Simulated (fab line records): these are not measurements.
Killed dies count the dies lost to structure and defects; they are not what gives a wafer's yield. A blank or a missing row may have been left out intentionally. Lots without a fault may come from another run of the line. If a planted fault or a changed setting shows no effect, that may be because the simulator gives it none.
Chamber matching | flow n5_finfet | N5_BEOL_M0_CUTY_ETCH_63 on rie_diel-01: 4 sister chambers
The step etches SOC in N2/H2, target depth 82.7 nm, overetch 16.5 nm, time 124 s. 8 wafers are shown with their chamber, then 8 later ones without.

## WAFERS, EACH WITH ITS CHAMBER
wafer  | chamber | showerhead_plenum_p_Torr (Torr) | throttle_valve_pct (%)
L078.1 | 2       | 2.55                            | 18.27
L078.3 | 3       | 2.42                            | 17.70
L082.2 | 2       | 2.55                            | 18.28
L084.6 | 0       | 2.59                            | 17.88
L085.1 | 1       | 2.70                            | 17.73
L085.2 | 3       | 2.42                            | 17.71
L085.4 | 0       | 2.59                            | 17.88
L086.2 | 1       | 2.69                            | 17.72

## WAFERS WITHOUT THEIR CHAMBER
wafer  | showerhead_plenum_p_Torr (Torr) | throttle_valve_pct (%)
L086.4 | 2.41                            | 17.72
L086.6 | 2.69                            | 17.75
L090.1 | 2.41                            | 17.73
L090.3 | 2.54                            | 18.29
L090.5 | 2.59                            | 17.90
L095.2 | 2.54                            | 18.31
L095.4 | 2.68                            | 17.78
L095.5 | 2.54                            | 18.31

## WHICH CHAMBER EACH WENT THROUGH
wafer  | from the rows above | in truth
L086.4 | 3                   | 3
L086.6 | 1                   | 1
L090.1 | 3                   | 3
L090.3 | 2                   | 2
L090.5 | 0                   | 0
L095.2 | 2                   | 2
L095.4 | 1                   | 1
L095.5 | 2                   | 2
8 of 8 placed correctly. Left unplaced by these rows: 0. 0 placed wrongly.
How it was worked out, from the rows above alone: a wafer's distance from a chamber is the root of the sum, over the readings, of the square of ((its reading less the chamber's mean) divided by the reading's scatter). If the next closest chamber is less than 2 further off than the closest, the wafer can't be placed; otherwise it belongs to the closest. The mean given for a chamber averages the wafers shown for that chamber. The scatter is the square root of a quotient: the sum, over the shown wafers, of each reading's squared deviation from its chamber's mean, divided by wafers minus chambers.
